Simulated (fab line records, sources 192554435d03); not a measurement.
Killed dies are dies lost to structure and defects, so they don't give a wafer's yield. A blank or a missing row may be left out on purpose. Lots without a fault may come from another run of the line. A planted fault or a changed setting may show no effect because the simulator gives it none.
Chamber matching | flow n5_finfet | N5_BEOL_M6_PECVD_70 on pecvd-02: 3 sister chambers
The step deposits SiO2 from TEOS/O2, target thk 20 nm, time 22.7 s. 3 wafers are shown with their chamber, then 7 later ones without.

WAFERS WITH THEIR CHAMBER
wafer  | chamber | throttle_valve_pct (%)
L088.5 | 1       | 20.9
L089.1 | 0       | 23.3
L089.3 | 2       | 21.1

WAFERS WITHOUT THEIR CHAMBER
wafer  | throttle_valve_pct (%)
L089.4 | 20.4
L095.2 | 21.2
L095.3 | 23.6
L095.5 | 21.5
L097.4 | 23.6
L097.5 | 20.6
L097.6 | 21.2

WHICH CHAMBER EACH WENT THROUGH
wafer  | from the rows above     | in truth
L089.4 | can't be placed: 1 or 2 | 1
L095.2 | can't be placed: 2 or 1 | 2
L095.3 | 0                       | 0
L095.5 | can't be placed: 2 or 1 | 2
L097.4 | 0                       | 0
L097.5 | can't be placed: 1 or 2 | 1
L097.6 | can't be placed: 2 or 1 | 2
Placed correctly: 2 of 7. Can't be placed from these rows: 5 (the true chamber is among the candidates in 5). Placed wrongly: 0.
How it was worked out, from the rows above alone: a wafer's distance from a chamber is the root of the sum, over the readings, of the square of ((its reading less the chamber's mean) divided by the reading's scatter). The wafer belongs to the nearest chamber; if the next one is less than 2 further off, it can't be placed. A chamber's mean is the mean of its shown wafers. The scatter: with one shown wafer a chamber, the root of the mean of the squares of how far each hidden wafer lies from its nearest shown one.
